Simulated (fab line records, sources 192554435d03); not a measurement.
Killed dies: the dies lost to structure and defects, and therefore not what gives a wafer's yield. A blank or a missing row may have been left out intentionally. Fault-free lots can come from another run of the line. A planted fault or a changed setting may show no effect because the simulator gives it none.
Split-lot study -- flow n5-finfet -- route with 1938 steps; 7 lots, 21 wafers read

== SPLIT DETAILS ==
At N5_FIN_SAQP_COAT_68 (time 60 s, resist thk 100 nm), the setting spin-rpm was moved away from the recipe's 1500 rpm on 5 of the 21 wafers read, by -8.3% to +9.7%. All remaining wafers had this setting at the recipe value.

The reading is taken at the split's own step.

== THE READING ==
SOC_of_FIN_SAQP_COAT_68.thk-nm (the simulator's own value, which no gauge read), in nm, at N5_FIN_SAQP_COAT_68 (time 60 s, resist thk 100 nm). The file does not state a usual value for it. Across the 16 wafers here that went through the recipe, the average is 100.3 nm and the standard deviation 0.25 nm.

wafer,"tool, chamber at the split","spin-rpm as run, rpm",against the recipe,"SOC_of_FIN_SAQP_COAT_68.thk-nm, nm",against lot-mates on the recipe
L077.3,"litho-track-04, 0",1568,+4.5%,98.4,-1.6
L077.5,"litho-track-04, 0",1568,+4.5%,98.4,-1.6
L077.6,"litho-track-04, 0",1500,recipe,100,-
L078.1,"litho-track-01, 0",1500,recipe,100.2,-
L078.2,"litho-track-01, 0",1500,recipe,100,-
L078.6,"litho-track-01, 0",1500,recipe,99.8,-
L082.3,"litho-track-04, 0",1500,recipe,100.6,-
L082.4,"litho-track-04, 0",1500,recipe,100.4,-
L082.5,"litho-track-04, 0",1500,recipe,100.8,-
L090.1,"litho-track-01, 0",1500,recipe,100,-
L090.3,"litho-track-01, 0",1500,recipe,100.4,-
L090.6,"litho-track-01, 0",1375,-8.3%,104.8,+4.6
L092.1,"litho-track-04, 0",1500,recipe,100.4,-
L092.2,"litho-track-04, 0",1500,recipe,100.4,-
L092.6,"litho-track-04, 0",1500,recipe,100.4,-
L094.3,"litho-track-01, 0",1500,recipe,100.4,-
L094.4,"litho-track-01, 0",1645,+9.7%,95.8,-4.6
L094.6,"litho-track-01, 0",1645,+9.7%,96.2,-4.2
L095.3,"litho-track-01, 0",1500,recipe,100,-
L095.5,"litho-track-01, 0",1500,recipe,100.4,-
L095.6,"litho-track-01, 0",1500,recipe,100.2,-

FIT RESULTS
A straight line over all 21 wafers: SOC_of_FIN_SAQP_COAT_68.thk-nm changes by -0.467 nm for each +1% of spin-rpm; r = -0.99; the points scatter about the line by 0.29 nm.
The same after taking each lot's own level away (the mean of its wafers on the recipe; 21 wafers): -0.47 nm for each +1%; r = -0.99; scatter 0.26 nm.
The reading moves by 4.5 nm for the largest change in spin-rpm, on that fit.
Across the lots, their own levels run from 100.00 to 100.60 nm, a range of 2.4 times the standard deviation given above.
The two slopes are in agreement: the lot-to-lot level therefore moves the slope only a little.
Check: with one of the wafers moved furthest among these (+9.7%) left out of the fit, the line predicts -4.38 nm for it against its lot-mates. It came out at -4.6 nm against them.

== THESE WAFERS: OTHER SPLITS ==
These wafers also went through other splits before the reading. Each is held against what the fit with the lots' levels taken away leaves over:
other split on the same wafers,wafers away from the commonest value,r with SOC_of_FIN_SAQP_COAT_68.thk-nm (lot level and that fit taken away)
N5_ZERO_LAYER_EXPOSE_08 dose-mj,5,+0.04
N5_WELL_APT_COAT_02 spin-rpm,5,+0.26
N5_PMOS_HMC_CHANNEL_EPI_EXPOSE_06 dose-mj,6,+0.02
N5_PMOS_HMC_CHANNEL_EPI_DEVELOP_08 develop-time-s,4,+0.11
N5_FIN_SAQP_SPACER1_ALD_24 ald-cycles,5,-0.34

== FILE'S OWN FIT ==
SOC_of_FIN_SAQP_COAT_68.thk-nm changes by -0.48 nm for each +1% of spin-rpm, r = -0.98.
